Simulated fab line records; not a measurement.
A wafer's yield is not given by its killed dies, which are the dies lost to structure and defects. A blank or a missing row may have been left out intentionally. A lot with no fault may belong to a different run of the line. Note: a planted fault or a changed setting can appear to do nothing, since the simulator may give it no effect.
Which tool was responsible? -- flow nand_harc -- 24 lots with 72 wafers sampled at 4 steps, on a route of 1302 steps

== WHAT THE GAUGES READ, wafer by wafer ==
NHARC_P_M0_CD_MEAS_16.
lot,measured,on,cd_nm (nm)
L074,day 6 01:39,cd_sem-02,90.6 91.4 89.6
L075,day 6 07:38,cd_sem-02,89.8 89.0 90.9
L076,day 6 19:56,cd_sem-01,89.7 90.1 89.2
L077,day 7 13:44,cd_sem-01,89.8 90.5 90.4
L078,day 7 17:43,cd_sem-01,89.6 90.9 90.0
L079,day 8 05:29,cd_sem-02,90.2 89.8 90.4
L080,day 8 13:23,cd_sem-02,90.4 88.9 89.4
L081,day 9 01:28,cd_sem-01,89.7 89.8 91.3
L082,day 9 17:50,cd_sem-03,89.4 88.9 89.8
L083,day 9 22:18,cd_sem-03,90.2 88.0 89.1
L084,day 10 11:42,cd_sem-02,90.8 89.0 90.9
L085,day 10 12:48,cd_sem-02,89.2 89.0 89.1
L086,day 10 21:40,cd_sem-03,89.2 91.0 90.7
L087,day 11 16:11,cd_sem-03,89.5 88.7 89.2
L088,day 12 03:28,cd_sem-03,88.8 88.1 89.3
L089,day 12 07:26,cd_sem-03,90.2 89.6 90.3
L091,day 13 04:29,cd_sem-03,90.8 91.1 90.2
L090,day 13 05:37,cd_sem-02,90.2 90.8 90.6
L093,day 13 20:40,cd_sem-03,88.9 89.4 89.0
L092,day 13 21:23,cd_sem-03,90.0 88.5 89.2
L094,day 14 11:56,cd_sem-02,89.9 90.7 90.7
L095,day 15 01:40,cd_sem-01,91.3 91.7 89.4
L096,day 15 09:23,cd_sem-02,91.1 90.4 91.4
L097,day 15 22:41,cd_sem-03,90.6 91.1 89.7

NHARC_P_M0_THK_MEAS_24: measures by xrf.
lot,measured,on,thk_nm (nm)
L074,day 6 03:47,film_metro-02,118.4 118.5 118.6
L075,day 6 09:39,film_metro-01,121.9 117.1 119.2
L076,day 6 22:16,film_metro-02,119.8 116.7 117.3
L077,day 7 15:46,film_metro-02,117.8 118.8 118.6
L078,day 7 19:44,film_metro-02,117.8 118.3 117.8
L079,day 8 07:32,film_metro-02,116.1 116.3 117.5
L080,day 8 15:24,film_metro-02,116.7 116.3 117.4
L081,day 9 03:34,film_metro-01,121.3 120.2 121.0
L082,day 9 19:50,film_metro-02,114.0 118.0 116.6
L083,day 10 00:19,film_metro-02,118.5 114.8 115.1
L084,day 10 14:10,film_metro-01,122.0 119.3 118.0
L085,day 10 15:08,film_metro-01,117.7 116.7 116.0
L086,day 10 23:55,film_metro-02,116.6 117.6 115.9
L087,day 11 18:12,film_metro-01,118.0 115.5 116.4
L088,day 12 05:29,film_metro-02,115.7 113.8 116.2
L089,day 12 09:27,film_metro-01,119.0 117.4 118.3
L091,day 13 06:29,film_metro-02,119.6 119.1 117.5
L090,day 13 07:37,film_metro-02,117.2 120.5 119.1
L093,day 13 23:13,film_metro-02,117.9 116.2 116.8
L092,day 13 23:29,film_metro-02,117.6 121.0 117.5
L094,day 14 13:58,film_metro-01,119.1 118.6 120.3
L095,day 15 03:41,film_metro-02,120.0 119.2 117.4
L096,day 15 11:43,film_metro-02,114.2 119.9 115.8
L097,day 16 00:44,film_metro-01,117.0 117.0 117.4

NHARC_P_M0_INSPECT_27.
lot,measured,on,raw_defect_count
L074,day 6 03:56,defect_inspect-01,371 245 242
L075,day 6 09:49,defect_inspect-02,308 307 409
L076,day 6 22:26,defect_inspect-02,1078 355 892
L077,day 7 15:55,defect_inspect-02,366 503 416
L078,day 7 19:53,defect_inspect-01,170 205 228
L079,day 8 07:42,defect_inspect-01,276 317 286
L080,day 8 15:35,defect_inspect-01,229 183 309
L081,day 9 03:44,defect_inspect-02,439 577 522
L082,day 9 20:00,defect_inspect-01,437 374 419
L083,day 10 00:28,defect_inspect-02,175 173 203
L084,day 10 14:19,defect_inspect-02,351 255 179
L085,day 10 15:17,defect_inspect-01,345 356 568
L086,day 11 00:05,defect_inspect-02,348 205 204
L087,day 11 18:22,defect_inspect-02,276 271 267
L088,day 12 05:38,defect_inspect-02,228 260 357
L089,day 12 09:37,defect_inspect-01,735 524 332
L091,day 13 06:39,defect_inspect-01,331 683 409
L090,day 13 07:50,defect_inspect-01,467 259 234
L093,day 13 23:22,defect_inspect-01,210 261 294
L092,day 13 23:39,defect_inspect-01,220 178 257
L094,day 14 14:08,defect_inspect-01,611 230 388
L095,day 15 03:51,defect_inspect-01,199 420 473
L096,day 15 11:52,defect_inspect-02,306 277 231
L097,day 16 00:53,defect_inspect-02,450 348 204

NHARC_P_M1_OVL_MEAS_10: pitch 260 nm.
lot,measured,on,overlay_x_nm (nm),overlay_y_nm (nm)
L074,day 6 05:25,overlay-01,1.7 0.9 1.0,1.6 1.6 0.9
L075,day 6 11:17,overlay-02,-0.4 -0.6 -0.6,1.4 1.3 1.4
L076,day 6 23:56,overlay-02,-0.4 0.0 0.2,0.8 0.6 0.6
L077,day 7 17:29,overlay-01,0.5 -0.6 0.5,1.8 1.4 1.4
L078,day 7 21:22,overlay-01,-0.2 -0.5 -0.6,-0.2 -0.4 -0.8
L079,day 8 09:11,overlay-02,-1.1 -0.9 -0.9,-0.3 0.5 0.2
L080,day 8 17:04,overlay-01,0.0 0.1 -0.2,0.1 -0.2 0.3
L081,day 9 05:14,overlay-01,0.1 0.0 0.0,0.4 0.2 0.2
L082,day 9 21:29,overlay-01,-0.3 -1.0 -0.2,0.9 0.9 1.6
L083,day 10 01:57,overlay-02,1.1 1.4 1.0,-0.1 -0.1 0.0
L084,day 10 15:48,overlay-01,0.1 0.1 -0.2,-1.2 -0.1 -0.3
L085,day 10 16:48,overlay-01,0.4 0.1 0.7,0.0 0.2 0.9
L086,day 11 01:34,overlay-01,0.5 1.1 0.6,1.1 1.5 1.5
L087,day 11 19:51,overlay-02,-0.1 0.4 0.2,-1.1 -1.1 -1.4
L088,day 12 07:37,overlay-01,-1.4 -0.6 -1.7,-0.6 -0.4 -0.5
L089,day 12 11:16,overlay-01,-0.1 0.0 0.2,0.3 0.5 0.3
L091,day 13 08:08,overlay-02,0.9 0.8 0.4,-0.9 -0.8 -0.8
L090,day 13 09:19,overlay-02,-0.8 -1.1 -1.4,0.1 0.0 0.2
L093,day 14 00:52,overlay-01,-1.0 -1.3 -1.1,1.7 1.6 1.7
L092,day 14 01:08,overlay-02,0.0 -0.5 -0.4,0.5 0.2 0.1
L094,day 14 15:47,overlay-01,0.6 0.5 1.0,-0.1 -0.1 -0.2
L095,day 15 05:28,overlay-02,1.9 1.9 2.3,0.3 1.4 0.4
L096,day 15 13:22,overlay-02,0.7 0.7 0.7,0.4 0.7 0.3
L097,day 16 02:22,overlay-02,-0.9 -0.6 -0.8,-0.1 -0.1 0.0

== TOOL THAT RAN EACH LOT (tool first, then ch and the chambers of the sampled wafers, then the start) ==
The record shows no process step preceding these readings.

== WHAT THE TOOLS THEMSELVES READ (means of the sampled wafers that have a number; where no wafer has one, the mark that the record gives instead) ==
The record holds no such reading with a usual standard deviation.

== THE ANSWER, worked out from the rows above alone ==
Rule: what is usual is taken from the lots themselves. The widest of any qualifying gaps counts: lots, ordered by their means at a reading, are off when they make up no more than a third of the lots, leave a main group of 4 or more, and stand apart from it by 3 or more times the standard deviation of that group's means. The tables above print the reading to a certain number of digits; a main group whose means all agree to those digits is not used. A lot without any number at a reading at which 4 lots or more have one is off too. All remaining lots with rows at the step are treated as sound. Order of review: gauges by route order, followed by the tools' own readings, for which a lot's mean as printed above is used. The first step at which some lot is off is used, and at that step the reading that is off furthest; a lot without a number counts as furthest.
No lot is off on any of the readings shown, so nothing can be concluded from this.

== WHAT WAS PUT IN BY THE SIMULATOR ==
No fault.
